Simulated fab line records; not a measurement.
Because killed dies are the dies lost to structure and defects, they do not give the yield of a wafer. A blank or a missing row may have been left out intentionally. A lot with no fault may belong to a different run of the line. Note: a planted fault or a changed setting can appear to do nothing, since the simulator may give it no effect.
Struck lot and sound lot, side by side | flow nand harc | 14 steps out of a route of 1302
Sound: these wafers, L201.1, L201.2, L201.4. The struck wafers were L194.2, L194.4, L194.6. The cause is given at the end.
For every step that has rows: the tool of each side, followed by ch and its chambers, followed by its first start. Under that, the readings that differ: sound wafers | struck wafers | difference of the means | sigmas: that difference in standard deviations of wafers without a fault.
alike: same words and numbers on both sides, and readings whose means sit less than 2 such deviations apart. not compared: any withheld reading, any reading some wafer has no value for, any bound like >300 that may hide the same value, and any number with overlapping values for which the record gives no deviation.
Wherever a step has rows on one side only, a row that says differs or no value, or a row with sigmas, the two part there. Numbers that don't overlap but have no deviation are shown without sigmas and don't part them. A reading missing from all wafers of one side parts the sides only when that side holds two or more wafers.

first, 3 steps without rows for these wafers: NHARC_A_STAIRCASE_STRIP_317 (strips in SPM, time 900 s); NHARC_A_STAIRCASE_PRECLEAN_318 (cleans in SC1); NHARC_A_STAIRCASE_SRD_329.
NHARC_A_STAIRCASE_ALD_415: deposits SiO2, target thk 30 nm, pulse time 6 s, ald cycles 300.
  sound on ald hk-04 ch 0,1,3, day 24 22:50; struck on ald hk-04 ch 0,1,3, day 22 03:55
  alike: heater power w, precursor pulse height rel
NHARC_A_STAIRCASE_ETCHBACK_416: etches the open film in C4F8/O2/Ar, target depth 36 nm, time 7.2 s.
  sound: rie diel-06 ch 0,1,2; struck: rie diel-12 ch 2,3
  alike: oes product au, rf vpp V
  not compared: rf hours counter h
NHARC_A_STAIRCASE_STRIP_476: strips in O2, time 20 s.
  sound on rie diel-06 ch 0,1,3, day 25 02:22; struck on rie diel-12 ch 0,2,3, day 22 06:06
  alike: drypump motor current A, oes product au, rf vpp V, showerhead plenum p Torr, throttle valve pct
  not compared: rf hours counter h
then, 4 steps without rows for these wafers: NHARC_A_STAIRCASE_DEP_417 (deposits Si3N4, target thk 60 nm); NHARC_A_STAIRCASE_WET_418 (chemistry H3PO4, target depth 20 nm); NHARC_A_STAIRCASE_PRECLEAN_419 (cleans in SC1); NHARC_A_STAIRCASE_SRD_421.
NHARC_A_STAIRCASE_ALD_420: deposits SiO2, target thk 20 nm, pulse time 6 s, ald cycles 200.
  sound on ald hk-02 ch 0,2,3, day 25 05:19; struck on ald hk-02 ch 2,3, day 22 08:55
  alike: heater power w, precursor pulse height rel
NHARC_A_STAIRCASE_CVD_552: deposits SiNx, target thk 40 nm.
  sound on lpcvd-02 ch 0, day 25 09:43; struck on lpcvd-02 ch 1, day 22 17:22
  alike: zone power centre pct
NHARC_A_STAIRCASE_DEP_151: deposits SiO2, target thk 7200 nm.
  sound on pecvd-04 ch 0,1,2, day 25 13:19; struck on pecvd-01 ch 0,1,2, day 22 21:23
  alike: heater power w
-- the record jumps here: 7 days lie between the struck wafers' starts before and after (it left off in module A_STAIRCASE and takes up again in module END, whose first step shown is number 1302 of the route) --
NHARC_END_SORT_01:
  the record has rows for the struck wafers here (prober-02 ch 0, day 29 18:44) and none for the sound ones

== WHERE THEY PART ==
Only at NHARC_END_SORT_01, within this record.

WHY: what had been put in by the simulator
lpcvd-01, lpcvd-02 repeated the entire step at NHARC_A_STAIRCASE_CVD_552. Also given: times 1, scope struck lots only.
